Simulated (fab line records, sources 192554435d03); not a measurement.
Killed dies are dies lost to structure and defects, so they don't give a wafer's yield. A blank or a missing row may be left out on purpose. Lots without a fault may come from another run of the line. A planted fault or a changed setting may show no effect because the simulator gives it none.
A struck lot beside a sound one | flow n5_finfet | 43 steps out of a route of 1938
Sound: wafers L136.3, L136.4, L136.5. Struck: wafer L145.3. (L145.2, L145.6 of the same lot were not struck and are left out.) The cause comes at the end.
At each step with rows: each side's tool, then ch and its chambers, then its first start. Under that, the readings that differ: sound wafers | struck wafers | difference of the means | sigmas: that difference in standard deviations of wafers without a fault.
alike: readings whose means differ by less than 2 such deviations, and words and numbers that are the same on both sides. not compared: withheld readings, readings that some wafer has no value for, bounds like >300 that may hide the same value, and numbers for which the record gives no deviation and whose values overlap.
The two part at a step that has a row with sigmas, a row that says differs or no value, or rows on one side only. Numbers that don't overlap but have no deviation are shown without sigmas and don't part them. A reading that every wafer of one side lacks parts them only if that side has two wafers or more.

N5_BEOL_M5_INSPECT_30: inspects for defects (brightfield).
  sound on defect_inspect-01, day 8 13:35; struck on defect_inspect-02, day 11 01:29
  alike: raw_defect_count
then, 3 steps without rows for these wafers: N5_BEOL_M5_DESCUM_33 (chemistry O2, time 7 s); N5_BEOL_M5_ETCH_75 (etches underlayer in N2/H2, target depth 6.5 nm, time 5.2 s); N5_BEOL_M5_ETCH_67 (etches SiARC in CF4, target depth 15.6 nm, time 26 s).
N5_BEOL_M5_ETCH_68: etches SOC in N2/H2, target depth 80 nm, overetch 16 nm, time 120 s.
  sound on rie_diel-06 ch 2,3, day 8 13:42; struck on rie_diel-06 ch 3, day 11 01:49
  alike: drypump_motor_current_A, oes_product_au, rf_vpp_V, showerhead_plenum_p_Torr, throttle_valve_pct
  not compared: rf_hours_counter_h
then, 2 steps without rows for these wafers: N5_BEOL_M5_STRIP_69 (strips in N2/H2); N5_BEOL_M5_STRIP_76 (strips in N2/H2).
N5_BEOL_M5_VIA_ETCH_34: etches SiCOH lowk in C4F6/O2, target depth 88.3 nm, time 39.2 s.
  sound on rie_diel-06 ch 2,3, day 8 13:48; struck on rie_diel-06 ch 3, day 11 01:55
  alike: O2_flow_sccm, drypump_motor_current_A, oes_product_au, rf_vpp_V, showerhead_plenum_p_Torr, throttle_valve_pct
  not compared: rf_hours_counter_h
then, 1 step without rows for these wafers: N5_BEOL_M5_STRIP_85 (strips in C4F6/O2).
N5_BEOL_M5_STRIP_36: strips in N2/H2.
  sound on rie_diel-06 ch 2,3, day 8 13:51; struck on rie_diel-06 ch 3, day 11 01:57
  alike: drypump_motor_current_A, oes_product_au, rf_vpp_V, showerhead_plenum_p_Torr, throttle_valve_pct
  not compared: rf_hours_counter_h
then, 1 step without rows for these wafers: N5_BEOL_M5_TRENCH_ETCH_37 (etches SiCOH lowk in C4F6/O2, target depth 71.652 nm, time 24.7 s).
N5_BEOL_M5_ETCH_41: etches SiCN in CH3F/O2, target depth 31.5 nm, time 56.7 s.
  sound on rie_diel-06 ch 2,3; struck on rie_diel-06 ch 3
  reading             | sound             | struck | difference | sigmas
  O2_flow_sccm (sccm) | 19.93 19.98 20.01 | 19.84  | -0.13      | -2
  alike: drypump_motor_current_A, oes_product_au, rf_vpp_V, showerhead_plenum_p_Torr, throttle_valve_pct
  not compared: rf_hours_counter_h
N5_BEOL_M5_STRIP_91: strips in N2/H2, time 10 s.
  sound on rie_diel-06 ch 2,3, day 8 13:58; struck on rie_diel-06 ch 3, day 11 02:04
  alike: drypump_motor_current_A, oes_product_au, rf_vpp_V, showerhead_plenum_p_Torr, throttle_valve_pct
  not compared: rf_hours_counter_h
N5_BEOL_M5_OCD_MEAS_38:
  sound on ocd-02, day 8 14:02; struck on ocd-01, day 11 02:09
  alike: trench_depth_nm
then, 4 steps without rows for these wafers: N5_BEOL_M5_HM_STRIP_39 (strips TiN in peroxide tin strip, target depth 25 nm, time 158 s); N5_BEOL_M5_SRD_40 (time 30 s); N5_BEOL_M5_PRECLEAN_42 (cleans in residue remover, time 60 s); N5_BEOL_M5_SRD_43 (time 30 s).
N5_BEOL_M5_CD_MEAS_35: target cd 28 nm, target cd y 24 nm.
  sound on cd_sem-03, day 8 14:12; struck on cd_sem-03, day 11 02:18
  alike: cd_nm
then, 18 steps without rows for these wafers: N5_BEOL_M5_CURE_80 (cures SiCOH lowk, time 120 s); N5_BEOL_M5_DEGAS_44 (time 60 s); N5_BEOL_M5_PRE_CLEAN_45 (time 30 s); N5_BEOL_M5_ALD_86 (deposits TaN, pulse time 2 s, purge time 3 s, co reactant purge time 2 s); N5_BEOL_M5_SURFACE_TREAT_87; N5_BEOL_M5_CVD_47 (deposits Co from CCTBA/H2, target thk 3 nm, time 216 s); N5_BEOL_M5_SPUTTER_48 (material Cu, target thk 15 nm, time 27.62 s); N5_BEOL_M5_ANNEAL_49 (time 1800 s); N5_BEOL_M5_SPUTTER_81 (material Cu, target thk 15 nm, time 27.62 s); N5_BEOL_M5_ANNEAL_82 (time 1800 s); N5_BEOL_M5_SPUTTER_83 (material Cu, target thk 15 nm, time 27.62 s); N5_BEOL_M5_ANNEAL_84 (time 1800 s); N5_BEOL_M5_SPUTTER_88 (material Cu, target thk 15 nm, time 27.62 s); N5_BEOL_M5_ANNEAL_89 (time 1800 s); N5_BEOL_M5_SPUTTER_90 (material Cu, target thk 4.5 nm, time 8.29 s); N5_BEOL_M5_ECD_50 (material Cu, target thk 300 nm); N5_BEOL_M5_ANNEAL_51 (time 90 s); N5_BEOL_M5_CMP_52 (polishes, stops on SiCOH lowk, t overpolish 6.9 s, target thk 62 nm).
N5_BEOL_M5_THK_MEAS_53: measures by xrf.
  sound on film_metro-01, day 8 20:50; struck on film_metro-02, day 11 09:50
  alike: M5_THK
then, 1 step without rows for these wafers: N5_BEOL_M5_PRE_CLEAN_77 (time 15 s).
N5_BEOL_M5_CO_CAP_78: material Co, precursor CCTBA/H2, target thk 2 nm, time 102.1 s.
  sound on cvd_co-02 ch 0,1, day 8 20:58; struck on cvd_co-02 ch 2, day 11 09:58
  alike: heater_power_outer_w, heater_power_w, susceptor_temp_C
then, 2 steps without rows for these wafers: N5_BEOL_M5_PRE_CLEAN_55 (time 15 s); N5_BEOL_M5_DEP_56 (deposits SiCN from 3MS/NH3, target thk 8 nm, time 14 s).
-- the record jumps here: 4 days lie between the struck wafers' starts before and after (it left off in module BEOL_M5 and takes up again in module PASSIVATION, whose first step shown is number 1936 of the route) --
N5_PASSIVATION_PROBE_49:
  sound on prober-01, day 12 09:46; struck on prober-02, day 15 04:46
  reading                  | sound          | struck | difference | sigmas
  defect_limited_yield (%) | 93.3 91.5 90.9 | 80.9   | -11.0      | -8
  killed_at_M0_to_M3       | 15 25 41       | 51     | +24        | +2
  killed_at_M4_up          | 9 14 12        | 119    | +107       | +17
  killed_at_contacts       | 15 30 18       | 1      | -20        | -3
  killed_dies              | 79 100 107     | 225    | +130       | +8
  sort_bin_5_function (%)  | 4.3 5.0 5.2    | 12.6   | +7.8       | +9
  sort_bin_6_memory (%)    | 2.3 3.3 3.2    | 4.7    | +1.8       | +3
  sort_n_pass              | 1101 1080 1073 | 955    | -130       | -8
  sort_yield_pct (%)       | 93.3 91.5 90.9 | 80.9   | -11.0      | -8
  alike: killed_at_front_end, killed_at_other, killed_on_rim, killed_open, killed_short

WHERE THEY PART
First at N5_BEOL_M5_ETCH_41; last, within this record, at N5_PASSIVATION_PROBE_49.

WHY: what the simulator had put in
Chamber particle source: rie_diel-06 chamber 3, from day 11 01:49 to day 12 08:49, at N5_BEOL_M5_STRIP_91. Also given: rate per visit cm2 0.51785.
